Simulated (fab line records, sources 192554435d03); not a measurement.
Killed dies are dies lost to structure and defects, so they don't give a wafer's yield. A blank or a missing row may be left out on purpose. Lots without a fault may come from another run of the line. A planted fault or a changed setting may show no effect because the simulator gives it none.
fab line records | flow n5_finfet
record lots=12 wafers=33 last_day=17
route steps=1938 shown BEOL_M2@865 MIM_BOT@1833 MIM_BOT_ETCH@1867 PASSIVATION@1936
lots that met no fault: from a run of the same line without faults
start_h: hours from the record's first day to the start of the lot's first wafer shown | wait_h: hours since the lot's step before | " the same as in the row above | L1.1+2: a row that stands for several wafers | - no value, or no start given | * or withheld: withheld | < > ~ a bound
route shown NAME@n: a module of which the file shows steps, and the number in the route of the first | usual: mean/standard deviation of fault-free wafers | same: alike in all rows | chamber/n: place in a boat | sites: the reading at each site | _std_site: their standard deviation | _edge_site: outer sites' mean less inner sites' | radius_mm: how far each site lies from the wafer's centre | mask NAME#n: copy n | behind: the tool/chamber that last shaped the wafer | hold: why the lot was held/for how many hours/how that ended | device: the transistor (n, p or np) that didn't switch | end of line: the same wafers' tests at the end of the route | a step without rows: its recipe alone | killed: dies lost to structure and defects at the first sort, not the wafer's yield | map: a wafer's dies, x killed, . not, _ none there
set.NAME: the setting as run; set.NAME@STEP: as run at that earlier step | model.NAME: the simulator's own value behind a step, which no gauge read
steps of the route over a sample of lots; a table a step, a row a wafer
services: from which hour (start_h, from the record's first day; less than 0 if before it) a tool's chamber was out of use, for how many hours, and why
## steps
# step N5_BEOL_M2_STRIP_19
# recipe chemistry=O2 power_w=400 temp_c=40 pressure_mtorr=30 rf_frequency_hz=6e+07 bias_power_w=0 overash_fraction=0.2 o2_flow_sccm=225
# usual chamber_pressure_mTorr=30.000/0.026 drypump_motor_current_A=5.6/0.48 oes_product_au=0.79/0.11 rf_vpp_V=3.7/0.47 showerhead_plenum_p_Torr=2.13/0.057 throttle_valve_pct=16.67/0.28
# columns lot.wafer tool chamber start_h wait_h chamber_pressure_mTorr drypump_motor_current_A oes_product_au rf_hours_counter_h rf_vpp_V showerhead_plenum_p_Torr throttle_valve_pct
L246.1 rie_diel-04 1 131.19 0.1 29.987 5.1 0.68 210 3.6 2.16 17.01
L246.3 " 3 " " 30.014 5.4 0.69 248 4.0 2.09 16.95
L246.5 " 1 " " 29.988 5.1 0.69 - 3.4 2.16 17.01
L247.2 rie_diel-04 2 141.52 0.1 29.999 4.8 0.70 225 3.9 2.17 17.08
L247.6 " 2 " " 29.939 4.8 0.69 - 3.4 2.17 17.06
L248.2 rie_diel-06 1 147.08 0.1 30.039 6.1 0.70 215 4.3 2.09 16.73
L248.4 " 2 " " 29.996 6.1 0.76 157 4.4 2.18 16.26
L249.2 rie_diel-05 1 148.89 0.1 30.024 5.2 0.71 240 3.1 2.15 16.94
L249.3 " 2 " " 29.967 6.4 0.81 88 3.9 2.23 16.64
L255.1 rie_diel-04 1 188.46 0.1 29.976 5.1 0.68 233 3.1 2.15 17.06
L255.2 " 3 " " 29.987 5.4 0.97 6 3.8 2.08 16.52
L255.5 " 1 " " 30.016 5.1 0.67 - 3.7 2.15 17.08
L261.1 rie_diel-05 3 222.49 0.1 30.022 5.6 0.88 27 3.2 2.23 16.48
L261.2 " 0 " " 30.029 6.0 0.73 210 3.9 2.14 16.45
L261.5 " 1 " " 29.975 5.1 0.99 - 2.8 2.15 16.45
L263.1 rie_diel-06 1 233.99 0.1 30.015 6.1 0.67 246 3.7 2.08 16.81
L263.2 " 2 " " 29.981 6.1 0.74 187 2.6 2.17 16.29
L263.6 " 3 " " 29.981 5.8 0.72 - 4.1 2.04 16.74
L265.1 rie_diel-05 1 252.07 0.2 29.958 5.2 0.95 19 3.4 2.14 16.46
L265.2 " 0 " " 29.980 6.1 0.73 217 3.4 2.14 16.45
L265.3 " 3 " " 30.017 5.6 0.87 37 3.8 2.23 16.49
L266.2 rie_diel-05 2 252.37 0.1 30.014 6.3 0.78 123 3.4 2.21 16.72
L266.3 " 1 " " 30.018 5.2 0.96 19 3.2 2.14 16.46
L266.5 " 1 " " 29.972 5.2 0.95 - 3.7 2.14 16.46
L267.1 rie_diel-04 2 266.85 0.1 30.017 4.8 0.94 11 2.8 2.15 16.63
L267.3 " 1 " " 29.983 5.1 0.95 5 5.0 2.14 16.68
L267.6 " 0 " " 30.006 5.9 0.86 - 4.1 2.04 16.41
L268.2 rie_diel-04 2 274.17 0.1 29.988 4.8 0.93 13 4.0 2.15 16.65
L268.3 " 1 " " 29.992 5.1 0.94 7 3.8 2.14 16.71
L268.6 " 0 " " 29.968 5.9 0.86 - 3.3 2.04 16.44
L269.1 rie_diel-05 3 280.53 0.1 30.005 5.6 0.84 47 4.3 2.23 16.51
L269.3 " 0 " " 30.054 6.0 0.71 227 3.9 2.13 16.46
L269.6 " 3 " " 29.998 5.6 0.84 - 3.6 2.23 16.52
# step N5_MIM_BOT_SPUTTER_00
# recipe material=TiN target_thk_a=350 temp_c=200 power_w=3000 chamber_pressure_pa=0.49996 gas=Ar reactive_partial_pa=0.37997 time_s=89.7
# usual cathode_dc_power_W=3000.0/0.53 substrate_temp_c=199.97/0.15 throttle_valve_pct=29.9/0.75
# same time_s=89.7
# columns lot.wafer tool chamber start_h wait_h cathode_dc_power_W substrate_temp_c throttle_valve_pct
L246.1 pvd_sputter-01 - 246.77 0.0 3000.5 200.03 30.0
L246.3 " - " " 3000.0 200.14 29.4
L246.5 " - " " 3000.8 199.71 29.2
L247.2 pvd_sputter-03 - 265.98 0.0 2999.9 200.00 30.0
L247.6 " - " " 3000.0 199.86 28.7
L248.2 pvd_sputter-01 - 266.05 0.0 2999.2 200.02 29.3
L248.4 " - " " 3000.1 199.92 30.5
L249.2 pvd_sputter-02 - 273.47 0.0 2998.8 200.12 31.0
L249.3 " - " " 2999.7 199.91 29.5
L255.1 pvd_sputter-01 - 310.79 0.0 3000.0 199.76 29.7
L255.2 " - " " 3000.1 199.85 28.8
L255.5 " - " " 3000.7 199.81 28.9
L261.1 pvd_sputter-02 - 340.90 0.0 2999.9 199.89 29.6
L261.2 " - " " 3000.5 200.17 31.0
L261.5 " - " " 3000.1 199.96 29.7
L263.1 pvd_sputter-03 - 359.20 0.0 3000.8 200.05 31.0
L263.2 " - " " 3001.1 199.75 29.4
L263.6 " - " " 3000.3 200.03 30.4
L267.1 pvd_sputter-02 - 378.43 0.0 2999.8 200.00 29.7
L267.3 " - " " 3000.2 199.97 29.8
L267.6 " - " " 2999.9 199.88 28.5
L266.2 pvd_sputter-02 - 379.01 0.0 3000.1 200.16 29.8
L266.3 " - " " 2999.3 200.21 28.4
L266.5 " - " " 3000.2 199.86 30.9
L265.1 pvd_sputter-03 - 386.10 0.0 2999.3 200.12 30.9
L265.2 " - " " 3000.5 200.19 29.1
L265.3 " - " " 2999.4 200.17 29.7
L268.2 pvd_sputter-01 - 398.09 0.0 3000.2 200.03 29.0
L268.3 " - " " 2999.4 199.81 29.9
L268.6 " - " " 2999.9 200.05 30.2
L269.1 pvd_sputter-01 - 398.21 0.0 2999.0 199.74 29.5
L269.3 " - " " 2999.5 199.95 30.4
L269.6 " - " " 3000.0 199.92 30.2
# step N5_MIM_BOT_ETCH_ETCH_03
# recipe chemistry=Cl2/BCl3 target_depth_a=120 pressure_mtorr=8 icp_w=800 bias_w=100 Cl2_flow_sccm=20 bcl3_flow_sccm=80
# usual chamber_pressure_mTorr=8.000/0.0075 drypump_motor_current_A=5.7/0.63 oes_product_au=0.78/0.08 throttle_valve_pct=27.4/0.34
# columns lot.wafer tool chamber start_h wait_h chamber_pressure_mTorr drypump_motor_current_A oes_product_au rf_hours_counter_h throttle_valve_pct
L246.1 rie_metal-03 0 252.39 0.1 7.995 5.8 0.67 100 27.6
L246.3 " 0 " " 8.002 5.8 0.66 - 27.6
L246.5 " 1 " " 7.989 4.9 0.84 - 27.8
L247.2 rie_metal-02 0 268.69 0.1 7.985 6.6 0.94 - 27.0
L247.6 " 0 " " 7.998 6.6 0.95 - 27.1
L248.2 rie_metal-03 0 268.89 0.1 8.008 5.8 0.65 101 27.6
L248.4 " 0 " " 8.005 5.8 0.66 - 27.6
L249.2 rie_metal-03 0 275.94 0.1 7.988 5.8 0.65 102 27.6
L249.3 " 0 " " 8.004 5.8 0.66 - 27.6
L255.1 rie_metal-02 0 313.43 0.1 7.986 6.6 0.90 8 27.1
L255.2 " 1 " " 7.998 5.5 0.83 19 26.9
L255.5 " 1 " " 8.002 5.5 0.84 - 27.0
L261.1 rie_metal-02 1 343.91 0.1 8.002 5.5 0.83 23 27.0
L261.2 " 0 " " 8.001 6.6 0.87 12 27.1
L261.5 " 0 " " 7.996 6.6 0.87 - 27.1
L263.1 rie_metal-03 0 361.36 0.1 7.986 5.8 0.64 110 27.6
L263.2 " 1 " " 7.996 4.8 0.80 23 27.8
L263.6 " 0 " " 7.999 5.8 0.64 - 27.6
L267.1 rie_metal-03 1 380.83 0.1 7.995 4.9 0.79 26 27.8
L267.3 " 1 " " 8.006 4.9 0.79 - 27.8
L267.6 " 1 " " 8.004 4.9 0.79 - 27.9
L266.2 rie_metal-03 1 382.01 0.1 8.013 4.8 0.78 - 27.9
L266.3 " 1 " " 7.981 4.9 0.79 - 27.9
L266.5 " 1 " " 8.001 4.9 0.78 - 27.8
L265.1 rie_metal-02 0 388.66 0.2 7.993 6.6 0.85 16 27.1
L265.2 " 1 " " 8.003 5.5 0.81 27 27.0
L265.3 " 1 " " 8.002 5.5 0.81 - 26.9
L268.2 rie_metal-02 0 400.72 0.1 8.005 6.6 0.85 17 27.1
L268.3 " 1 " " 7.995 5.5 0.81 - 27.0
L268.6 " 1 " " 8.011 5.5 0.80 - 27.0
L269.1 rie_metal-01 0 401.05 0.1 7.994 5.2 0.77 58 27.7
L269.3 " 0 " " 8.001 5.2 0.76 - 27.7
L269.6 " 1 " " 7.996 6.2 0.69 - 27.2
# step N5_PASSIVATION_PROBE_49
# usual defect_limited_yield=91.8/1.5 killed_at_M0_to_M3=33/11 killed_at_M4_up=13/5 killed_at_contacts=11/5.6 killed_at_front_end=36/12 killed_at_other=3.4/2.5 killed_dies=97/18 killed_open=64/13 killed_short=31/6.9 sort_bin_4_leakage=0.01/0.048 sort_bin_5_function=4.8/1 sort_bin_6_memory=3.1/0.64 sort_bin_8_speed=0.00/0.014 sort_n_pass=1083/18 sort_yield_pct=91.8/1.5
# same gross_dies=1180 killed_at_back_side=0
# columns lot.wafer tool chamber start_h wait_h defect_limited_yield[%] killed_at_M0_to_M3 killed_at_M4_up killed_at_contacts killed_at_front_end killed_at_other killed_dies killed_open killed_short sort_bin_4_leakage[%] sort_bin_5_function[%] sort_bin_6_memory[%] sort_bin_8_speed[%] sort_n_pass sort_yield_pct[%]
L247.2 prober-02 - 277.19 0.1 92.5 31 13 7 35 2 88 60 28 0 3.7 3.5 0 1092 92.5
L247.6 prober-02 - 277.39 0.3 92.1 47 10 9 27 0 93 57 35 0 4.0 3.6 0 1087 92.1
L248.2 prober-01 - 279.25 0.1 93.2 24 14 8 28 6 80 57 22 0 3.5 2.8 0.08 1100 93.2
L248.4 prober-01 - 279.35 0.2 92.8 27 12 12 32 2 85 59 24 0 4.2 3.0 0 1095 92.8
L255.1 prober-02 - 325.74 0.0 89.3 71 19 8 25 3 126 54 25 0 6.8 3.1 0 1054 89.3
L255.2 prober-02 - 325.79 0.1 86.3 116 13 12 21 0 162 43 24 0 8.6 3.6 0 1018 86.3
L255.5 prober-02 - 325.94 0.2 86.8 96 11 17 30 2 156 69 40 0 8.1 4.4 0 1024 86.8
L263.1 prober-02 - 370.08 0.0 90.5 39 12 14 41 6 112 77 30 0 5.9 3.1 0 1068 90.5
L263.2 prober-02 - 370.13 0.1 91.3 44 15 19 22 3 103 66 34 0 4.8 3.4 0 1077 91.3
L263.6 prober-02 - 370.33 0.3 92.0 47 10 8 26 3 94 68 25 0 5.2 2.4 0 1086 92.0
L267.1 prober-01 - 393.27 0.0 90.1 35 15 24 42 1 117 77 39 0 6.3 3.3 0 1063 90.1
L267.3 prober-01 - 393.37 0.1 89.9 38 18 21 38 4 119 83 35 0 6.2 3.6 0 1061 89.9
L267.6 prober-01 - 393.52 0.3 92.2 23 10 18 40 1 92 55 37 0 4.3 3.4 0 1088 92.2
L265.1 prober-02 - 400.22 0.0 91.9 44 7 17 20 8 96 66 28 0 5.3 2.8 0 1084 91.9
L265.2 prober-02 - 400.27 0.1 93.1 36 3 11 27 4 81 53 28 0 4.2 2.5 0 1099 93.1
L265.3 prober-02 - 400.32 0.1 92.5 38 8 5 32 6 89 54 35 0 4.0 3.1 0 1091 92.5
L268.2 prober-02 - 409.43 0.1 93.3 36 4 10 29 0 79 51 28 0 4.1 2.5 0 1101 93.3
L268.3 prober-02 - 409.48 0.1 93.1 26 20 3 33 0 82 57 24 0 3.7 2.9 0 1098 93.1
L268.6 prober-02 - 409.63 0.3 90.9 38 17 13 39 0 107 80 27 0 5.2 3.9 0 1073 90.9
# killed by level:class
L247.2 BEOL_M2:geometric_particle:open=9 GATE_CUT:geometric_particle:short=8 GATE_CUT:geometric_particle:open=6 MOL_CONTACT_COAG:geometric_particle:open=6 DUMMY_GATE:geometric_particle:open=5 BEOL_M0_SAQP:geometric_particle:open=5 BEOL_M0_SAQP:geometric_particle:short=4 BEOL_M1:geometric_particle:open=4
L247.6 BEOL_M1:geometric_particle:open=17 BEOL_M0_SAQP:geometric_particle:short=11 GATE_CUT:geometric_particle:short=6 MOL_CONTACT_COAG:geometric_particle:open=6 BEOL_M2:geometric_particle:open=6 BEOL_M4:geometric_particle:open=5 FIN_SAQP:geometric_particle:open=4 STI_FIN_REVEAL:geometric_particle:open=4
L248.2 BEOL_M3:geometric_particle:open=10 FIN_SAQP:geometric_particle:open=9 BEOL_M0_SAQP:geometric_particle:short=7 GATE_CUT:geometric_particle:open=5 MOL_CONTACT_COAG:geometric_particle:open=5 DUMMY_GATE:geometric_particle:open=3 MOL_CONTACT_COAG:geometric_particle:short=3 BEOL_M0_SAQP:geometric_particle:open=3
L248.4 MOL_CONTACT_COAG:geometric_particle:open=10 FIN_SAQP:geometric_particle:open=8 BEOL_M0_SAQP:geometric_particle:short=8 FIN_SAQP:geometric_particle:short=5 BEOL_M0_SAQP:geometric_particle:open=5 BEOL_M2:geometric_particle:open=5 BEOL_M7:geometric_particle:open=5 BEOL_M3:geometric_particle:open=4
L255.1 BEOL_M2:unspecified=47 BEOL_M0_SAQP:geometric_particle:open=8 FIN_SAQP:geometric_particle:open=6 FIN_SAQP:geometric_particle:short=6 BEOL_M0_SAQP:geometric_particle:short=5 BEOL_M4:geometric_particle:open=5 STI_FIN_REVEAL:geometric_particle:open=4 BEOL_M5:geometric_particle:open=4
L255.2 BEOL_M2:unspecified=95 MOL_CONTACT_COAG:geometric_particle:open=10 STI_FIN_REVEAL:geometric_particle:open=6 FIN_SAQP:geometric_particle:open=5 BEOL_M0_SAQP:geometric_particle:short=5 BEOL_M4:geometric_particle:open=5 BEOL_M0_SAQP:geometric_particle:open=4 FIN_SAQP:geometric_particle:short=3
L255.5 BEOL_M2:unspecified=47 BEOL_M0_SAQP:geometric_particle:short=17 MOL_CONTACT_COAG:geometric_particle:open=15 BEOL_M0_SAQP:geometric_particle:open=14 BEOL_M2:geometric_particle:short=7 STI_FIN_REVEAL:geometric_particle:open=6 BEOL_M0:geometric_particle:open=5 FIN_SAQP:geometric_particle:open=3
L263.1 BEOL_M0_SAQP:geometric_particle:open=12 BEOL_M2:geometric_particle:open=12 MOL_CONTACT_COAG:geometric_particle:open=11 FIN_SAQP:geometric_particle:open=10 STI_FIN_REVEAL:geometric_particle:open=5 STARTING-WAFER:geometric_particle:short=5 BEOL_M0_SAQP:geometric_particle:short=5 BEOL_M1:geometric_particle:open=5
L263.2 MOL_CONTACT_COAG:geometric_particle:open=14 BEOL_M0_SAQP:geometric_particle:open=14 BEOL_M0_SAQP:geometric_particle:short=10 BEOL_M1:geometric_particle:open=8 BEOL_M2:geometric_particle:open=6 STI_FIN_REVEAL:geometric_particle:open=5 MOL_CONTACT_COAG:geometric_particle:short=5 STI_FIN_REVEAL:geometric_particle:short=4
L263.6 BEOL_M0_SAQP:geometric_particle:short=13 BEOL_M1:geometric_particle:open=10 BEOL_M2:geometric_particle:open=10 MOL_CONTACT_COAG:geometric_particle:open=8 STI_FIN_REVEAL:geometric_particle:open=7 BEOL_M0_SAQP:geometric_particle:open=5 BEOL_M3:geometric_particle:open=5 STARTING-WAFER:geometric_particle:open=5
L267.1 MOL_CONTACT_COAG:geometric_particle:open=21 BEOL_M0_SAQP:geometric_particle:short=9 GATE_CUT:geometric_particle:short=9 BEOL_M0_SAQP:geometric_particle:open=8 FIN_SAQP:geometric_particle:open=7 BEOL_M2:geometric_particle:open=7 FIN_SAQP:geometric_particle:short=6 BEOL_M1:geometric_particle:open=6
L267.3 MOL_CONTACT_COAG:geometric_particle:open=20 BEOL_M2:geometric_particle:open=9 GATE_CUT:geometric_particle:short=8 BEOL_M0_SAQP:geometric_particle:open=8 BEOL_M3:geometric_particle:open=7 BEOL_M5:geometric_particle:open=7 FIN_SAQP:geometric_particle:short=5 BEOL_M2:geometric_particle:short=5
L267.6 MOL_CONTACT_COAG:geometric_particle:open=13 FIN_SAQP:geometric_particle:open=12 FIN_SAQP:geometric_particle:short=10 BEOL_M0_SAQP:geometric_particle:short=8 BEOL_M0_SAQP:geometric_particle:open=6 MOL_CONTACT_COAG:geometric_particle:short=5 STI_FIN_REVEAL:geometric_particle:open=4 BEOL_M2:geometric_particle:open=4
L265.1 BEOL_M2:geometric_particle:open=20 MOL_CONTACT_COAG:geometric_particle:open=13 BEOL_M0_SAQP:geometric_particle:short=12 BEOL_M0_SAQP:geometric_particle:open=7 FIN_SAQP:geometric_particle:open=3 STI_FIN_REVEAL:geometric_particle:open=3 MOL_CONTACT_COAG:geometric_particle:short=3 FIN_SAQP:geometric_particle:short=2
L265.2 MOL_CONTACT_COAG:geometric_particle:open=11 BEOL_M0_SAQP:geometric_particle:short=9 BEOL_M3:geometric_particle:open=9 BEOL_M0_SAQP:geometric_particle:open=8 FIN_SAQP:geometric_particle:short=7 BEOL_M2:geometric_particle:open=5 STI_FIN_REVEAL:geometric_particle:open=3 DUMMY_GATE:geometric_particle:open=3
L265.3 BEOL_M0_SAQP:geometric_particle:short=9 BEOL_M2:geometric_particle:open=6 DUMMY_GATE:geometric_particle:open=6 BEOL_M1:geometric_particle:open=6 BEOL_M3:geometric_particle:open=6 STARTING-WAFER:geometric_particle:short=6 BEOL_M0_SAQP:geometric_particle:open=5 MOL_CONTACT_COAG:geometric_particle:open=4
L268.2 MOL_CONTACT_COAG:geometric_particle:open=9 FIN_SAQP:geometric_particle:short=8 BEOL_M1:geometric_particle:open=7 BEOL_M0:geometric_particle:open=5 BEOL_M2:geometric_particle:open=5 BEOL_M3:geometric_particle:open=5 STI_FIN_REVEAL:geometric_particle:open=4 GATE_CUT:geometric_particle:short=4
L268.3 BEOL_M4:geometric_particle:open=11 STI_FIN_REVEAL:geometric_particle:open=8 BEOL_M2:geometric_particle:open=8 BEOL_M3:geometric_particle:short=5 STARTING-WAFER:geometric_particle:open=5 FIN_SAQP:geometric_particle:open=4 BEOL_M0_SAQP:geometric_particle:open=4 FIN_SAQP:geometric_particle:short=3
L268.6 BEOL_M2:geometric_particle:open=11 BEOL_M4:geometric_particle:open=11 FIN_SAQP:geometric_particle:short=10 MOL_CONTACT_COAG:geometric_particle:open=10 DUMMY_GATE:geometric_particle:open=10 BEOL_M3:geometric_particle:open=7 STI_FIN_REVEAL:geometric_particle:open=6 BEOL_M1:geometric_particle:open=6
## services
# columns tool chamber start_h hours kind
rie_diel-04 0 110.81 - clean
rie_metal-03 - 121.32 1.4 pm
pvd_sputter-02 - 121.61 1.8 repair
rie_diel-06 0 207.22 4.4 repair
rie_diel-04 2 217.90 5.7 repair
rie_diel-05 0 230.90 5.1 repair
rie_diel-06 3 245.02 16.7 repair
pvd_sputter-01 - 252.79 1.5 repair
rie_metal-02 1 253.26 20.9 repair
rie_metal-01 0 255.82 10.7 repair
rie_diel-06 2 302.78 3.3 repair
rie_diel-04 3 307.04 5.2 repair
rie_metal-01 0 313.18 11.0 repair
rie_diel-04 1 324.53 5.2 repair
rie_diel-05 2 336.31 4.8 repair
rie_metal-02 - 360.34 2.8 pm
rie_metal-03 0 369.03 - clean
rie_metal-03 0 369.03 14.6 scheduled_down
rie_metal-03 0 369.03 14.6 vent_cycle
rie_metal-02 - 372.38 2.2 repair
rie_metal-01 - 376.53 7.2 repair
rie_diel-05 0 379.50 2.6 repair
pvd_sputter-02 - 382.78 4.8 repair
rie_diel-06 - 388.03 0.2 repair
## key
first_sign step=N5_PASSIVATION_PROBE_49 reading=killed_at_M0_to_M3 direction=up sigmas=5.7 usual=33 struck=94
effect step=N5_PASSIVATION_PROBE_49 reading=defect_limited_yield direction=down sigmas=2.9 usual=91.8 struck=87.5
more_kills_born_at N5_BEOL_M2_STRIP_19@rie_diel-04=189
met_at N5_BEOL_M2_STRIP_19
struck_lots L255
not_acting_at N5_MIM_BOT_SPUTTER_00,N5_MIM_BOT_ETCH_ETCH_03
onset_between 141.52 188.46
fault kind=chamber_particle_source tool=rie_diel-04 chamber=- onset_h=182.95 steps=N5_BEOL_M2_STRIP_19 rate_per_visit_cm2=0.43002 end_h=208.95
